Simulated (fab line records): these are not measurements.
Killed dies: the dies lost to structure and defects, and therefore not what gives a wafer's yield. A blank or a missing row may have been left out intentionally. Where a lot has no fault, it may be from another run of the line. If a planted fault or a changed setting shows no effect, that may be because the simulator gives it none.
Split-lot trial + flow n5 finfet + 21 wafers read from 7 lots, route of 1938 steps

## ON THE SPLIT
At N5_HKMG_FIN_CVD_62 (deposits a-Si from Si2H6, target thk 3 nm, time 20.8 s), the setting temp c was moved away from the recipe's 500 C on 7 of the 21 wafers read, by -3.8% to -1.5%. For the rest of the wafers, this setting stayed at what the recipe calls for.

The split's own step is where the reading is taken.

## THE READING
a-Si_of_HKMG_FIN_CVD_62.thk nm (the simulator's own value, which no gauge read), in nm, at N5_HKMG_FIN_CVD_62 (deposits a-Si from Si2H6, target thk 3 nm, time 20.8 s). No usual value for it is given in the file. Average 3.1 nm, standard deviation 0.09 nm, over the 14 wafers here run with the recipe.

| wafer  | tool, chamber at the split | temp c as run, C | against the recipe | a-Si_of_HKMG_FIN_CVD_62.thk nm, nm | against lot-mates on the recipe |
|--------|----------------------------|------------------|--------------------|------------------------------------|---------------------------------|
| L074.2 | thermal cvd si-02, 1       | 500              | recipe             | 3                                  | -                               |
| L074.6 | thermal cvd si-02, 1       | 500              | recipe             | 3                                  | -                               |
| L074.3 | thermal cvd si-02, 2       | 500              | recipe             | 3.2                                | -                               |
| L076.1 | thermal cvd si-02, 2       | 500              | recipe             | 3                                  | -                               |
| L076.3 | thermal cvd si-02, 0       | 485              | -3.0%              | 1.8                                | -1.2                            |
| L076.5 | thermal cvd si-02, 2       | 485              | -3.0%              | 2.2                                | -0.8                            |
| L077.1 | thermal cvd si-01, 0       | 500              | recipe             | 3.2                                | -                               |
| L077.3 | thermal cvd si-01, 1       | 500              | recipe             | 3                                  | -                               |
| L077.5 | thermal cvd si-01, 0       | 491.8            | -1.6%              | 2.6                                | -0.5                            |
| L087.3 | thermal cvd si-02, 1,0     | 500              | recipe             | 3                                  | -                               |
| L087.4 | thermal cvd si-02, 1,0     | 500              | recipe             | 3                                  | -                               |
| L087.6 | thermal cvd si-02, 2       | 500              | recipe             | 3.2                                | -                               |
| L089.2 | thermal cvd si-01, 0,1     | 500              | recipe             | 3                                  | -                               |
| L089.6 | thermal cvd si-01, 0,1     | 500              | recipe             | 3                                  | -                               |
| L089.4 | thermal cvd si-01, 0       | 482.3            | -3.5%              | 1.8                                | -1.2                            |
| L090.2 | thermal cvd si-02, 2       | 500              | recipe             | 3.2                                | -                               |
| L090.4 | thermal cvd si-02, 0       | 500              | recipe             | 3                                  | -                               |
| L090.5 | thermal cvd si-02, 2       | 481.1            | -3.8%              | 1.6                                | -1.5                            |
| L091.1 | thermal cvd si-01, 2,0     | 492.4            | -1.5%              | 2.4                                | -0.6                            |
| L091.3 | thermal cvd si-01, 2,0     | 492.4            | -1.5%              | 2.4                                | -0.6                            |
| L091.2 | thermal cvd si-01, 1       | 500              | recipe             | 3                                  | -                               |
When a row names more than one chamber, that row covers several wafers, and the file does not tell which wafer ran in which chamber.

FIT RESULTS
A straight line over all 21 wafers: a-Si_of_HKMG_FIN_CVD_62.thk nm changes by +0.365 nm for each +1% of temp c; r = +0.98; the points scatter about the line by 0.11 nm.
The same after taking each lot's own level away (the mean of its wafers on the recipe; 21 wafers): +0.356 nm for each +1%; r = +0.98; scatter 0.11 nm.
The reading moves by 1.3 nm for the largest change in temp c, on that fit.
Across the lots, their own levels run from 3.00 to 3.10 nm, a range of 1.1 times the standard deviation given above.
Consequently the slope shifts little with the lot-to-lot level, the two slopes agreeing.
Check: with one of the wafers moved furthest among these (-3.8%) left out of the fit, the line predicts -1.29 nm for it against its lot-mates. It came out at -1.5 nm against them.

## OTHER SPLITS ON THESE WAFERS
Before the reading, these wafers also passed through other splits. Each is held against what the fit with the lots' levels taken away leaves over:
| other split on the same wafers | wafers away from the commonest value | r with a-Si_of_HKMG_FIN_CVD_62.thk nm (lot level and that fit taken away) |
|--------------------------------|--------------------------------------|---------------------------------------------------------------------------|
| N5_SDB_HM_DEP_00 time s        | 7                                    | +0.36                                                                     |
| N5_SDB_COAT_03 spin rpm        | 11                                   | -0.18                                                                     |
| N5_HKMG_FIN_ETCH_54 source w   | 13                                   | +0.06                                                                     |

## THE FILE'S OWN FIT
a-Si_of_HKMG_FIN_CVD_62.thk nm changes by +0.359 nm for each +1% of temp c, r = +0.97.
